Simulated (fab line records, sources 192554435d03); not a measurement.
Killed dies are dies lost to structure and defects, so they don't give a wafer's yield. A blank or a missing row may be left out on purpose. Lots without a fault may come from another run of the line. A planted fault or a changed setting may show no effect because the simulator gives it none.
fab line records | flow n5_finfet | part 1 of 2: steps 1 to 4 of 6
record lots=24 wafers=72 last_day=21
route steps=1938 shown BEOL_M8@1333
lots that met no fault: from a run of the same line without faults
start_h: hours from the record's first day to the start of the lot's first wafer shown | wait_h: hours since the lot's step before | " the same as in the row above | L1.1+2: a row that stands for several wafers | - no value, or no start given | * or withheld: withheld | < > ~ a bound
route shown NAME@n: a module of which the file shows steps, and the number in the route of the first | usual: mean/standard deviation of fault-free wafers | same: alike in all rows | chamber/n: place in a boat | sites: the reading at each site | _std_site: their standard deviation | _edge_site: outer sites' mean less inner sites' | radius_mm: how far each site lies from the wafer's centre | mask NAME#n: copy n | behind: the tool/chamber that last shaped the wafer | hold: why the lot was held/for how many hours/how that ended | device: the transistor (n, p or np) that didn't switch | end of line: the same wafers' tests at the end of the route | a step without rows: its recipe alone | killed: dies lost to structure and defects at the first sort, not the wafer's yield | map: a wafer's dies, x killed, . not, _ none there
set.NAME: the setting as run; set.NAME@STEP: as run at that earlier step | model.NAME: the simulator's own value behind a step, which no gauge read
steps of the route over a sample of lots; a table a step, a row a wafer
services: from which hour (start_h, from the record's first day; less than 0 if before it) a tool's chamber was out of use, for how many hours, and why
## steps
# step N5_BEOL_M8_CURE_74
# recipe temp_c=385 time_s=240 ambient=He/Ar material=SiCOH_lowk
# usual lamp_power_pct=52.30/0.055 wafer_temp_C_max=386.7/0.57
# columns lot.wafer tool chamber start_h wait_h lamp_power_pct wafer_temp_C_max
L076.2 uv_cure-03 2 226.80 0.2 52.27 386.2
L076.4 " 2 " " 52.39 386.3
L076.6 " 2 " " 52.30 386.1
L077.3 uv_cure-01 2 229.69 0.2 52.25 386.9
L077.4 " 2 " " 52.30 386.5
L077.6 " 2 " " 52.31 386.9
L078.1 uv_cure-03 2 237.04 0.0 52.29 386.5
L078.2 " 2 " " 52.21 386.3
L078.4 " 2 " " 52.32 386.3
L075.2 uv_cure-02 1 240.36 0.1 52.29 387.1
L075.5 " 1 " " 52.37 387.1
L075.6 " 1 " " 52.36 386.6
L074.2 uv_cure-03 0 246.68 0.3 52.36 387.1
L074.3 " 0 " " 52.24 387.7
L074.4 " 0 " " 52.31 386.8
L079.1 uv_cure-01 1 249.85 0.1 52.36 386.0
L079.4 " 1 " " 52.30 386.0
L079.6 " 1 " " 52.32 386.5
L082.2 uv_cure-02 2 255.79 0.3 52.29 386.4
L082.3 " 2 " " 52.28 386.7
L082.6 " 2 " " 52.38 386.2
L080.1 uv_cure-01 1 256.03 0.0 52.19 385.9
L080.4 " 1 " " 52.26 385.9
L080.6 " 1 " " 52.28 386.5
L081.2 uv_cure-01 1 267.29 0.1 52.37 385.9
L081.4 " 1 " " 52.32 386.3
L081.6 " 1 " " 52.29 385.8
L084.1 uv_cure-02 1 278.84 0.0 52.36 387.4
L084.2 " 1 " " 52.27 386.6
L084.5 " 1 " " 52.30 387.1
L083.3 uv_cure-03 0 298.54 0.2 52.32 387.9
L083.5 " 0 " " 52.31 387.4
L083.6 " 0 " " 52.23 387.7
L085.2 uv_cure-02 2 306.04 0.1 52.30 386.5
L085.4 " 2 " " 52.26 386.1
L085.5 " 2 " " 52.37 387.0
L086.1 uv_cure-03 1 314.73 0.1 52.27 386.7
L086.2 " 1 " " 52.29 386.3
L086.4 " 1 " " 52.24 386.6
L087.3 uv_cure-02 2 316.43 0.2 52.30 386.2
L087.4 " 2 " " 52.38 385.9
L087.6 " 2 " " 52.28 385.8
L088.1 uv_cure-02 1 323.62 0.0 52.26 386.4
L088.3 " 1 " " 52.16 386.2
L088.5 " 1 " " 52.31 386.5
L090.1 uv_cure-01 1 324.07 0.0 52.32 386.3
L090.2 " 1 " " 52.37 386.1
L090.4 " 1 " " 52.21 386.5
L089.1 uv_cure-02 1 341.63 0.0 52.28 386.6
L089.4 " 1 " " 52.35 386.6
L089.6 " 1 " " 52.30 386.7
L091.2 uv_cure-03 2 367.02 0.1 52.39 386.5
L091.3 " 2 " " 52.30 386.1
L091.5 " 2 " " 52.31 386.2
L094.1 uv_cure-01 1 373.36 0.0 52.22 386.2
L094.2 " 1 " " 52.31 386.2
L094.4 " 1 " " 52.24 386.2
L092.1 uv_cure-03 0 375.83 0.0 52.28 387.2
L092.4 " 0 " " 52.29 387.4
L092.5 " 0 " " 52.35 387.0
L093.3 uv_cure-02 1 377.02 0.2 52.32 387.4
L093.4 " 1 " " 52.32 386.6
L093.6 " 1 " " 52.37 386.4
L096.1 uv_cure-01 0 382.41 0.0 52.28 387.1
L096.3 " 0 " " 52.29 387.3
L096.5 " 0 " " 52.34 387.3
L095.1 uv_cure-02 1 392.21 0.1 52.39 387.1
L095.3 " 1 " " 52.40 387.2
L095.6 " 1 " " 52.36 386.6
L097.1 uv_cure-03 0 410.70 0.1 52.33 386.9
L097.4 " 0 " " 52.22 387.0
L097.5 " 0 " " 52.36 388.0
# step N5_BEOL_M8_ETCH_62
# recipe chemistry=N2/H2 target=SOC target_depth_a=1100 overetch_a=220 mask_material=SiARC temp_c=40 time_s=165 ion_energy_ev=200 pressure_mtorr=30 source_w=840 bias_w=150 n2_flow_sccm=200 h2_flow_sccm=200
# usual drypump_motor_current_A=6.02/0.25 oes_product_au=0.66/0.065 rf_vpp_V=522.9/2.7 showerhead_plenum_p_Torr=2.50/0.096 throttle_valve_pct=17.8/0.33
# columns lot.wafer tool chamber start_h wait_h drypump_motor_current_A oes_product_au rf_hours_counter_h rf_vpp_V showerhead_plenum_p_Torr throttle_valve_pct
L076.2 rie_diel-02 2 228.83 0.0 6.18 0.63 177 521.2 2.43 17.5
L076.4 " 1 " " 6.30 0.75 19 526.7 2.70 17.5
L076.6 " 2 " " 6.15 0.63 - 521.2 2.43 17.5
L077.3 rie_diel-02 1 232.05 0.0 6.30 0.76 20 527.9 2.70 17.5
L077.4 " 0 " " 6.27 0.70 72 520.9 2.47 17.7
L077.6 " 1 " " 6.30 0.75 - 529.4 2.70 17.5
L078.1 rie_diel-02 1 240.61 0.0 6.31 0.75 23 529.2 2.70 17.5
L078.2 " 0 " " 6.29 0.70 75 522.1 2.47 17.7
L078.4 " 2 " " 6.17 0.62 181 521.4 2.42 17.5
L075.2 rie_diel-03 1 241.60 0.0 5.92 0.61 171 521.0 2.44 18.3
L075.5 " 3 " " 5.89 0.59 - 521.9 2.49 17.5
L075.6 " 0 " " 5.46 0.64 - 523.4 2.51 17.9
L074.2 rie_diel-03 3 249.59 0.0 5.91 0.60 230 524.0 2.49 17.6
L074.3 " 0 " " 5.43 0.62 175 523.8 2.51 17.9
L074.4 " 1 " " 5.92 0.61 174 521.5 2.44 18.3
L079.1 rie_diel-03 0 252.71 0.0 5.48 0.62 177 523.0 2.51 18.0
L079.4 " 1 " " 5.95 0.62 176 521.9 2.44 18.4
L079.6 " 0 " " 5.49 0.63 - 524.0 2.51 18.0
L082.2 rie_diel-02 1 258.47 0.0 6.28 0.74 29 528.5 2.69 17.5
L082.3 " 2 " " 6.15 0.62 187 520.8 2.42 17.5
L082.6 " 1 " " 6.27 0.73 - 528.8 2.69 17.5
L080.1 rie_diel-02 1 258.73 0.0 6.30 0.75 29 527.5 2.69 17.6
L080.4 " 2 " " 6.18 0.63 187 521.4 2.42 17.5
L080.6 " 0 " " 6.28 0.69 - 523.0 2.46 17.7
L081.2 rie_diel-02 0 269.35 0.0 6.28 0.69 84 522.1 2.46 17.8
L081.4 " 3 " " 6.10 0.71 53 526.0 2.60 17.5
L081.6 " 1 " " 6.28 0.73 - 529.6 2.69 17.5
L084.1 rie_diel-02 0 281.04 0.0 6.28 0.68 88 520.6 2.46 17.7
L084.2 " 2 " " 6.15 0.62 195 521.2 2.42 17.5
L084.5 " 2 " " 6.12 0.61 - 520.7 2.42 17.5
L083.3 rie_diel-03 3 299.78 0.0 5.91 0.59 247 523.4 2.49 17.6
L083.5 " 2 " " 6.07 0.63 - 521.1 2.42 17.8
L083.6 " 1 " " 5.92 0.61 - 519.9 2.43 18.4
L085.2 rie_diel-04 0 310.24 0.0 5.99 0.78 13 527.9 2.71 17.4
L085.4 " 3 " " 6.15 0.64 141 521.2 2.43 18.1
L085.5 " 3 " " 6.14 0.64 - 520.6 2.44 18.1
L086.1 rie_diel-02 0 318.12 0.0 6.31 0.67 100 521.9 2.46 17.8
L086.2 " 2 " " 6.18 0.62 207 521.1 2.41 17.6
L086.4 " 3 " " 6.16 0.70 68 525.4 2.60 17.6
L087.3 rie_diel-03 1 318.38 0.0 5.95 0.60 200 519.9 2.43 18.4
L087.4 " 0 " " 5.45 0.61 - 524.8 2.50 18.0
L087.6 " 2 " " 6.07 0.62 - 520.5 2.42 17.8
L088.1 rie_diel-02 0 325.22 0.0 6.27 0.68 103 521.3 2.45 17.8
L088.3 " 2 " " 6.17 0.61 208 521.3 2.41 17.6
L088.5 " 3 " " 6.11 0.70 - 525.9 2.59 17.6
L090.1 rie_diel-04 1 326.45 0.0 6.05 0.61 202 521.3 2.41 18.0
L090.2 " 3 " " 6.12 0.64 146 520.6 2.43 18.1
L090.4 " 2 " " 5.83 0.76 29 521.9 2.49 17.9
L089.1 rie_diel-03 2 343.80 0.0 6.06 0.62 164 521.0 2.41 17.8
L089.4 " 0 " " 5.42 0.61 210 523.4 2.50 18.0
L089.6 " 0 " " 5.42 0.61 - 522.8 2.49 18.0
L091.2 rie_diel-03 2 368.64 0.0 6.06 0.61 173 522.9 2.41 17.8
L091.3 " 0 " " 5.45 0.59 218 523.9 2.49 18.0
L091.5 " 3 " " 5.85 0.78 - 523.1 2.48 17.2
L094.1 rie_diel-03 0 375.81 0.0 5.47 0.60 221 522.0 2.49 18.0
L094.2 " 2 " " 6.10 0.61 176 519.0 2.41 17.9
L094.4 " 1 " " 5.93 0.59 221 519.7 2.42 18.4
L092.1 rie_diel-03 3 378.78 0.0 5.88 0.77 17 524.0 2.48 17.2
L092.4 " 1 " " 5.92 0.58 222 520.7 2.42 18.4
L092.5 " 2 " " 6.08 0.61 - 522.0 2.41 17.8
L093.3 rie_diel-03 0 379.04 0.0 5.42 0.60 222 521.8 2.49 18.0
L093.4 " 1 " " 5.92 0.58 222 519.4 2.42 18.4
L093.6 " 2 " " 6.08 0.61 - 522.0 2.41 17.8
L096.1 rie_diel-02 0 385.69 0.0 6.28 0.66 122 521.2 2.45 17.8
L096.3 " 3 " " 6.15 0.68 88 525.7 2.59 17.6
L096.5 " 2 " " 6.14 0.60 - 519.6 2.41 17.6
L095.1 rie_diel-03 0 395.42 0.0 5.47 0.59 226 523.8 2.49 18.0
L095.3 " 2 " " 6.07 0.60 181 520.2 2.41 17.9
L095.6 " 3 " " 5.90 0.77 - 521.9 2.48 17.2
L097.1 rie_diel-03 0 412.81 0.0 5.43 0.59 232 522.8 2.49 18.1
L097.4 " 1 " " 5.90 0.57 232 520.9 2.42 18.5
L097.5 " 1 " " 5.90 0.58 - 519.1 2.42 18.5
# step N5_BEOL_M8_CD_MEAS_18
# recipe pitch_nm=80 target_cd_nm=40
# usual cd_nm=39.6/0.64
# columns lot.wafer tool chamber start_h wait_h cd_nm
L076.2 cd_sem-01 - 229.20 0.1 39.4
L076.4 " - " " 39.2
L076.6 " - " " 40.1
L077.3 cd_sem-01 - 232.42 0.1 40.1
L077.4 " - " " 40.5
L077.6 " - " " 39.7
L078.1 cd_sem-03 - 240.98 0.0 39.9
L078.2 " - " " 39.5
L078.4 " - " " 38.8
L075.2 cd_sem-01 - 241.97 0.1 39.6
L075.5 " - " " 38.3
L075.6 " - " " 39.2
L074.2 cd_sem-02 - 250.00 0.1 38.7
L074.3 " - " " 41.0
L074.4 " - " " 39.4
L079.1 cd_sem-03 - 253.14 0.0 39.1
L079.4 " - " " 40.9
L079.6 " - " " 39.9
L082.2 cd_sem-01 - 258.95 0.1 39.3
L082.3 " - " " 38.7
L082.6 " - " " 40.1
L080.1 cd_sem-02 - 259.10 0.0 40.3
L080.4 " - " " 38.7
L080.6 " - " " 40.5
L081.2 cd_sem-01 - 270.01 0.1 40.0
L081.4 " - " " 39.7
L081.6 " - " " 39.9
L084.1 cd_sem-02 - 281.41 0.0 40.2
L084.2 " - " " 38.5
L084.5 " - " " 40.4
L083.3 cd_sem-02 - 300.15 0.1 39.6
L083.5 " - " " 37.8
L083.6 " - " " 39.5
L085.2 cd_sem-01 - 310.61 0.1 39.7
L085.4 " - " " 39.1
L085.5 " - " " 39.9
L086.1 cd_sem-01 - 318.53 0.1 39.5
L086.2 " - " " 40.2
L086.4 " - " " 39.5
L087.3 cd_sem-02 - 318.75 0.1 41.2
L087.4 " - " " 40.8
L087.6 " - " " 39.8
L088.1 cd_sem-02 - 325.61 0.0 39.9
L088.3 " - " " 39.4
L088.5 " - " " 40.2
L090.1 cd_sem-02 - 326.97 0.0 40.5
L090.2 " - " " 39.3
L090.4 " - " " 40.0
L089.1 cd_sem-01 - 344.16 0.0 39.1
L089.4 " - " " 39.5
L089.6 " - " " 38.4
L091.2 cd_sem-03 - 369.01 0.1 39.4
L091.3 " - " " 40.7
L091.5 " - " " 39.9
L094.1 cd_sem-02 - 376.18 0.0 39.0
L094.2 " - " " 38.6
L094.4 " - " " 40.5
L092.1 cd_sem-03 - 379.19 0.0 40.0
L092.4 " - " " 40.3
L092.5 " - " " 39.5
L093.3 cd_sem-01 - 379.41 0.1 40.1
L093.4 " - " " 39.4
L093.6 " - " " 39.5
L096.1 cd_sem-01 - 386.06 0.0 39.3
L096.3 " - " " 39.0
L096.5 " - " " 39.1
L095.1 cd_sem-01 - 395.81 0.1 39.5
L095.3 " - " " 39.8
L095.6 " - " " 39.1
L097.1 cd_sem-01 - 413.27 0.0 40.1
L097.4 " - " " 40.4
L097.5 " - " " 39.5
# step N5_BEOL_M8_VIA_ETCH_34
# recipe chemistry=C4F6/O2 target=SiCOH_lowk target_depth_a=1255 mask_material=SOC taper_deg=4 time_s=50.5 ion_energy_ev=250 pressure_mtorr=30 source_w=345 bias_w=185 Ar_flow_sccm=300 C4F6_flow_sccm=10 O2_flow_sccm=10
# usual O2_flow_sccm=10.004/0.028 drypump_motor_current_A=6.02/0.23 oes_ar_750_au=0.78/0.077 oes_o_777_au=0.78/0.085 oes_product_au=0.78/0.082 rf_vpp_V=665/14 showerhead_plenum_p_Torr=2.80/0.11 throttle_valve_pct=20.93/0.17
# columns lot.wafer tool chamber start_h wait_h O2_flow_sccm drypump_motor_current_A oes_ar_750_au oes_o_777_au oes_product_au rf_hours_counter_h rf_vpp_V showerhead_plenum_p_Torr throttle_valve_pct
L076.2 rie_diel-02 1 231.30 0.0 9.979 6.25 0.89 0.87 0.90 20 694 3.04 20.84
L076.4 " 2 " " 9.977 6.17 0.75 0.75 0.75 178 673 2.73 20.74
L076.6 " 2 " " 10.006 6.17 0.75 0.74 0.74 - 673 2.73 20.74
L077.3 rie_diel-04 1 233.22 0.0 10.039 6.09 0.74 0.78 0.74 169 660 2.73 21.02
L077.4 " 0 " " 10.003 6.01 0.68 0.68 0.67 - 651 2.73 21.01
L077.6 " 3 " " 9.992 6.12 0.77 0.76 0.77 - 649 2.73 21.03
L078.1 rie_diel-03 1 243.13 0.0 9.970 5.95 0.71 0.68 0.71 171 665 2.68 21.05
L078.2 " 3 " " 10.029 5.87 0.71 0.74 0.73 227 687 2.83 20.83
L078.4 " 2 " " 10.065 6.10 0.75 0.72 0.75 126 652 2.76 21.01
L075.2 rie_diel-03 3 244.16 0.0 10.002 5.88 0.71 0.75 0.71 227 685 2.83 20.83
L075.5 " 3 " " 10.005 5.85 0.71 0.76 0.72 - 686 2.83 20.84
L075.6 " 0 " " 10.003 5.46 0.74 0.74 0.72 - 661 2.82 21.15
L074.2 rie_diel-04 3 252.42 0.0 9.943 6.15 0.77 0.75 0.75 122 650 2.73 21.06
L074.3 " 1 " " 10.067 6.08 0.74 0.77 0.74 178 658 2.72 21.04
L074.4 " 3 " " 9.943 6.14 0.76 0.75 0.77 - 647 2.73 21.07
L079.1 rie_diel-02 2 253.97 0.0 9.959 6.17 0.74 0.74 0.74 186 673 2.73 20.75
L079.4 " 1 " " 10.008 6.28 0.87 0.84 0.89 28 694 3.04 20.85
L079.6 " 2 " " 9.981 6.17 0.74 0.74 0.74 - 672 2.73 20.74
L080.1 rie_diel-02 0 264.56 0.0 10.024 6.27 0.80 0.83 0.80 83 645 2.76 20.80
L080.4 " 3 " " 9.993 6.11 0.85 0.85 0.86 52 668 2.92 20.68
L080.6 " 2 " " 10.050 6.20 0.74 0.74 0.73 - 672 2.73 20.76
L082.2 rie_diel-03 0 264.85 0.0 10.046 5.45 0.74 0.73 0.73 180 661 2.82 21.16
L082.3 " 2 " " 10.012 6.08 0.75 0.71 0.74 133 650 2.75 21.01
L082.6 " 1 " " 9.996 5.96 0.70 0.68 0.70 - 666 2.68 21.09
L081.2 rie_diel-04 3 272.16 0.0 9.982 6.13 0.76 0.75 0.76 129 649 2.72 21.08
L081.4 " 1 " " 9.958 6.09 0.74 0.77 0.74 184 659 2.72 21.05
L081.6 " 3 " " 9.993 6.17 0.76 0.75 0.76 - 648 2.73 21.07
L084.1 rie_diel-02 0 285.34 0.0 10.002 6.28 0.79 0.82 0.79 89 643 2.76 20.81
L084.2 " 1 " " 10.006 6.30 0.85 0.82 0.86 38 696 3.03 20.87
L084.5 " 0 " " 9.992 6.28 0.80 0.83 0.80 - 644 2.76 20.82
L083.3 rie_diel-02 3 301.47 0.0 10.026 6.15 0.85 0.84 0.85 63 667 2.91 20.69
L083.5 " 0 " " 10.067 6.28 0.79 0.82 0.79 - 644 2.75 20.81
L083.6 " 1 " " 10.025 6.28 0.85 0.81 0.86 - 692 3.03 20.85
L085.2 rie_diel-02 2 311.25 0.0 9.977 6.19 0.73 0.72 0.72 204 672 2.72 20.78
L085.4 " 3 " " 10.026 6.10 0.84 0.83 0.84 66 669 2.91 20.70
L085.5 " 2 " " 10.019 6.15 0.73 0.72 0.72 - 673 2.72 20.77
L087.3 rie_diel-02 0 320.32 0.0 9.995 6.28 0.79 0.81 0.77 100 645 2.75 20.83
L087.4 " 1 " " 9.993 6.31 0.83 0.81 0.84 49 693 3.03 20.89
L087.6 " 3 " " 10.021 6.14 0.84 0.82 0.85 - 667 2.91 20.69
L086.1 rie_diel-03 0 320.49 0.0 10.031 5.42 0.72 0.72 0.72 202 661 2.81 21.20
L086.2 " 2 " " 10.014 6.07 0.72 0.69 0.72 154 651 2.74 21.03
L086.4 " 2 " " 9.992 6.08 0.72 0.70 0.72 - 652 2.75 21.05
L088.1 rie_diel-03 1 326.24 0.0 10.032 5.93 0.68 0.66 0.69 203 666 2.67 21.09
L088.3 " 0 " " 10.011 5.41 0.72 0.72 0.71 204 662 2.81 21.20
L088.5 " 1 " " 9.997 5.93 0.68 0.66 0.69 - 666 2.67 21.11
L090.1 rie_diel-03 0 328.24 0.0 10.009 5.45 0.72 0.72 0.71 206 661 2.81 21.19
L090.2 " 1 " " 10.012 5.92 0.68 0.65 0.68 205 666 2.67 21.10
L090.4 " 0 " " 10.002 5.45 0.71 0.71 0.71 - 663 2.81 21.21
L089.1 rie_diel-02 3 345.35 0.0 10.009 6.13 0.83 0.82 0.82 78 668 2.91 20.74
L089.4 " 2 " " 10.014 6.15 0.72 0.72 0.72 216 672 2.72 20.79
L089.6 " 2 " " 10.008 6.15 0.72 0.72 0.73 - 673 2.72 20.78
L091.2 rie_diel-04 0 370.72 0.0 9.978 6.03 0.88 0.90 0.88 32 662 3.05 20.78
L091.3 " 1 " " 10.044 6.04 0.72 0.75 0.71 214 659 2.71 21.08
L091.5 " 1 " " 10.030 6.01 0.72 0.75 0.71 - 659 2.71 21.08
L094.1 rie_diel-04 1 377.25 0.0 10.009 6.04 0.72 0.75 0.71 217 659 2.71 21.10
L094.2 " 3 " " 10.012 6.12 0.73 0.72 0.73 161 648 2.71 21.11
L094.4 " 2 " " 10.022 5.80 0.89 0.92 0.90 44 670 2.77 20.94
L092.1 rie_diel-02 1 380.78 0.0 10.007 6.32 0.81 0.79 0.82 69 693 3.02 20.91
L092.4 " 2 " " 9.994 6.19 0.71 0.71 0.72 225 672 2.71 20.81
L092.5 " 2 " " 10.007 6.23 0.71 0.72 0.71 - 671 2.71 20.82
L093.3 rie_diel-04 1 380.95 0.0 10.018 6.05 0.71 0.75 0.70 218 659 2.71 21.10
L093.4 " 3 " " 9.921 6.14 0.72 0.73 0.72 - 648 2.71 21.12
L093.6 " 2 " " 9.952 5.77 0.89 0.92 0.91 - 671 2.77 20.94
L096.1 rie_diel-03 1 387.77 0.0 10.009 5.91 0.67 0.65 0.67 224 666 2.66 21.12
L096.3 " 2 " " 9.962 6.08 0.71 0.68 0.70 179 650 2.73 21.08
L096.5 " 3 " " 10.031 5.90 0.91 0.96 0.93 - 683 2.81 20.53
L095.1 rie_diel-03 3 397.17 0.0 10.033 5.85 0.91 0.96 0.91 22 686 2.81 20.52
L095.3 " 1 " " 9.965 5.92 0.66 0.65 0.66 227 665 2.66 21.14
L095.6 " 2 " " 9.982 6.07 0.71 0.67 0.69 - 650 2.73 21.07
L097.1 rie_diel-04 2 414.07 0.0 10.045 5.82 0.87 0.90 0.89 55 671 2.76 20.97
L097.4 " 0 " " 9.968 6.00 0.87 0.89 0.87 40 661 3.05 20.78
L097.5 " 2 " " 10.006 5.78 0.87 0.90 0.89 - 670 2.76 20.97
